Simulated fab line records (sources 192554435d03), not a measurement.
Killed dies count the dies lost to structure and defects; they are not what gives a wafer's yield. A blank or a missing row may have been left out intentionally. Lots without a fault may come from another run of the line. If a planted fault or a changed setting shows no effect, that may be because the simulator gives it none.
Matching of chambers + flow n5_finfet + N5_BEOL_M2_ILD_DEP_00 on pecvd-03: 3 sister chambers
The step deposits SiOC from DEMS/O2, target thk 79 nm, time 15.3 s. 30 wafers are shown with their chamber, then 12 later ones without.

WAFERS WITH THEIR CHAMBER
| wafer  | chamber | throttle_valve_pct (%) | heater_power_w (W) | showerhead_plenum_p_Torr (Torr) |
|--------|---------|------------------------|--------------------|---------------------------------|
| L074.2 | 0       | 12.6                   | 476                | 5.705                           |
| L074.3 | 2       | 12.1                   | 376                | 5.695                           |
| L074.6 | 1       | 11.9                   | 447                | 5.700                           |
| L075.1 | 1       | 12.0                   | 437                | 5.696                           |
| L075.2 | 0       | 12.8                   | 568                | 5.694                           |
| L075.3 | 2       | 12.0                   | 433                | 5.713                           |
| L075.4 | 0       | 13.1                   | 554                | 5.688                           |
| L075.5 | 2       | 11.9                   | 428                | 5.696                           |
| L075.6 | 1       | 11.8                   | 442                | 5.710                           |
| L078.1 | 1       | 11.8                   | 479                | 5.708                           |
| L078.2 | 0       | 12.8                   | 554                | 5.697                           |
| L078.3 | 2       | 11.9                   | 401                | 5.705                           |
| L080.1 | 2       | 12.0                   | 386                | 5.701                           |
| L080.2 | 0       | 13.1                   | 466                | 5.704                           |
| L080.6 | 2       | 11.9                   | 388                | 5.713                           |
| L082.1 | 2       | 12.0                   | 459                | 5.698                           |
| L082.2 | 1       | 11.8                   | 442                | 5.709                           |
| L082.3 | 0       | 13.0                   | 563                | 5.694                           |
| L082.4 | 0       | 13.0                   | 572                | 5.703                           |
| L082.5 | 1       | 11.7                   | 440                | 5.720                           |
| L082.6 | 2       | 11.7                   | 467                | 5.680                           |
| L085.1 | 0       | 13.0                   | 488                | 5.703                           |
| L085.2 | 2       | 11.6                   | 416                | 5.694                           |
| L085.3 | 1       | 11.5                   | 479                | 5.695                           |
| L085.4 | 1       | 11.8                   | 377                | 5.708                           |
| L085.5 | 2       | 12.0                   | 426                | 5.706                           |
| L085.6 | 0       | 13.0                   | 509                | 5.711                           |
| L089.1 | 0       | 13.0                   | 539                | 5.710                           |
| L089.2 | 2       | 10.8                   | 423                | 5.695                           |
| L089.3 | 1       | 12.1                   | 411                | 5.707                           |

SIGNATURES (averages over the wafers above)
| reading                  | chamber 0 | chamber 1 | chamber 2 | scatter within a chamber |
|--------------------------|-----------|-----------|-----------|--------------------------|
| throttle_valve_pct       | 12.940    | 11.822    | 11.809    | 0.257                    |
| heater_power_w           | 528.90    | 439.33    | 418.45    | 34                       |
| showerhead_plenum_p_Torr | 5.70090   | 5.70589   | 5.69964   | 0.00836                  |
Rule: a wafer's distance from a chamber is the root of the sum, over the readings, of the square of ((its reading less the chamber's mean) divided by the reading's scatter). The wafer belongs to the nearest chamber; if the next one is less than 2 further off, it can't be placed. The scatter: the root of (the sum of the squares of (reading less its chamber's mean) over the shown wafers, divided by (wafers less chambers)).

WAFERS WHOSE CHAMBER IS MISSING
| wafer  | throttle_valve_pct (%) | heater_power_w (W) | showerhead_plenum_p_Torr (Torr) |
|--------|------------------------|--------------------|---------------------------------|
| L089.4 | 11.8                   | 412                | 5.709                           |
| L089.5 | 10.7                   | 429                | 5.694                           |
| L089.6 | 12.9                   | 534                | 5.723                           |
| L095.1 | 13.2                   | 498                | 5.715                           |
| L095.2 | 10.9                   | 427                | 5.684                           |
| L095.3 | 12.0                   | 445                | 5.700                           |
| L095.4 | 13.2                   | 512                | 5.706                           |
| L095.5 | 10.6                   | 420                | 5.702                           |
| L095.6 | 11.8                   | 433                | 5.709                           |
| L097.1 | 12.1                   | 467                | 5.700                           |
| L097.5 | 13.0                   | 593                | 5.704                           |
| L097.6 | 10.8                   | 395                | 5.706                           |

EACH ONE'S CHAMBER
| wafer  | from the rows above     | in truth |
|--------|-------------------------|----------|
| L089.4 | can't be placed: 1 or 2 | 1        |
| L089.5 | can't be placed: 2 or 1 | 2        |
| L089.6 | 0                       | 0        |
| L095.1 | 0                       | 0        |
| L095.2 | can't be placed: 2 or 1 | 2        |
| L095.3 | can't be placed: 1 or 2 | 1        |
| L095.4 | 0                       | 0        |
| L095.5 | can't be placed: 2 or 1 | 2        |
| L095.6 | can't be placed: 1 or 2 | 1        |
| L097.1 | can't be placed: 1 or 2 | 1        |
| L097.5 | 0                       | 0        |
| L097.6 | can't be placed: 2 or 1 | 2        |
Correct placement for 4 of the 12. Not placeable from these rows: 8 (in 8, the candidates include the true chamber). Number placed wrongly: 0.
